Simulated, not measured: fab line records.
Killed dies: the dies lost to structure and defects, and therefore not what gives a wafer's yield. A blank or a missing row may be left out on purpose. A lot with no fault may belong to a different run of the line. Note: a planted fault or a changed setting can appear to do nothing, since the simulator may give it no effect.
Code-filled problem report in 8D (eight disciplines) form    flow n5_finfet    the parts of the form that need people (team, actions taken, sign-off) are left out

== 1. THE PROBLEM ==
rf_fwd_power_W at N5_BEOL_M8_ETCH_66 reads a mean of 1038.7 W on 3 wafers of 2 lots; wafers without a fault read 835.7 W with a standard deviation of 2.7. Relative to the usual mean, that is a shift of +75 standard deviations.
The step: etches SOC in N2/H2, target depth 80 nm, overetch 16 nm, time 120 s.
The first sign was on wafer L826.1 at day 12 21:55, on rie_diel-04. Wafers with a number at this step in the record: 18, from 6 lots. Rule for "out", or "out of limits": more than 4 standard deviations from the usual mean. Any other wafer with a number is counted as sound.

== 2. WHAT THIS IS AND IS NOT ==
question                     is                        is not
which readings at this step  rf_fwd_power_W, rf_vpp_V  drypump_motor_current_A, n2_flow_sccm, oes_product_au, showerhead_plenum_p_Torr, throttle_valve_pct
which lots                   L826, L829                L818, L824, L832, L835
which wafers of those lots   L826.1, L826.6, L829.6    L826.4, L829.1, L829.5
read on which tools          rie_diel-04               rie_diel-01
when                         from day 12 21:55         up to then (7 sound wafers); but 8 sound wafers of L829, L832, L835 came after

== 3. SUSPECTS, AND WHAT RULES EACH OUT ==
Counting: any tool at a process step up to the reading remains a suspect provided it ran every lot that is out. Sound lots after the first of them don't rule it out here, since some wafers of a struck lot are sound.
- rie_diel-04 at N5_BEOL_M8_DESCUM_33 (chemistry O2, time 7 s): kept. Every lot that is out went through it, the first being L826 (day 12 21:50); the last sound lot it ran before that was L818 (day 10 09:07).
- rie_diel-04 at N5_BEOL_M8_ETCH_72 (etches underlayer in N2/H2, target depth 6.5 nm, time 5.2 s): kept. Every lot that is out went through it, the first being L826 (day 12 21:53); the last sound lot it ran before that was L818 (day 10 09:10).
- rie_diel-04 at N5_BEOL_M8_ETCH_65 (etches SiARC in CF4, target depth 15.6 nm, time 26 s): kept. Every lot that is out went through it, the first being L826 (day 12 21:53); the last sound lot it ran before that was L818 (day 10 09:11).
- rie_diel-04 at N5_BEOL_M8_ETCH_66 (etches SOC in N2/H2, target depth 80 nm, overetch 16 nm, time 120 s): kept. Every lot that is out went through it, the first being L826 (day 12 21:55); the last sound lot it ran before that was L818 (day 10 09:12). On those wafers its own readings are out: rf_fwd_power_W, rf_vpp_V.
- rie_diel-04, N5_BEOL_M8_DESCUM_33: wafers that are out in chamber 0, sound lot-mates in chambers 1, 2, 3.
- rie_diel-04, N5_BEOL_M8_ETCH_72: wafers that are out in chamber 0, sound lot-mates in chambers 1, 2, 3.
- rie_diel-04, N5_BEOL_M8_ETCH_65: wafers that are out in chamber 0, sound lot-mates in chambers 1, 2, 3.
- rie_diel-04, N5_BEOL_M8_ETCH_66: wafers that are out in chamber 0, sound lot-mates in chambers 1, 2, 3.
Left after counting: rie_diel-04 at N5_BEOL_M8_DESCUM_33, rie_diel-04 at N5_BEOL_M8_ETCH_72, rie_diel-04 at N5_BEOL_M8_ETCH_65, rie_diel-04 at N5_BEOL_M8_ETCH_66.

== 4. THE CAUSE (what the simulator had put in) ==
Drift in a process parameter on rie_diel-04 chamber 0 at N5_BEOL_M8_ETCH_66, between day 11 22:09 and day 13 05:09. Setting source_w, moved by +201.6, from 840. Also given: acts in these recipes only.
After counting, 4 suspects remain, this tool included.

== 5. THE EFFECT CHAIN, in route order ==
Each row: a reading whose mean over the struck wafers that have a number lies more than 3 standard deviations from the usual. Only readings for which the record gives a usual standard deviation are gone through. hours: the time from each lot's start at the first step in this table that gives one to its start at this step, as a median over the lots. sigmas: the change in usual standard deviations.
hours  step                reading         usual    on struck wafers  change  sigmas
0      N5_BEOL_M8_ETCH_66  rf_fwd_power_W  835.7 W  1038.7            +203.0  +75
0      N5_BEOL_M8_ETCH_66  rf_vpp_V        523.5 V  488.6             -34.9   -19
Process steps it contains:
- N5_BEOL_M8_ETCH_66: etches SOC in N2/H2, target depth 80 nm, overetch 16 nm, time 120 s.

== 6. HOW IT WOULD HAVE BEEN CAUGHT EARLIER ==
24 hours passed between the start of the fault at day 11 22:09 and the first reading out of limits in this record, taken at day 12 21:55.
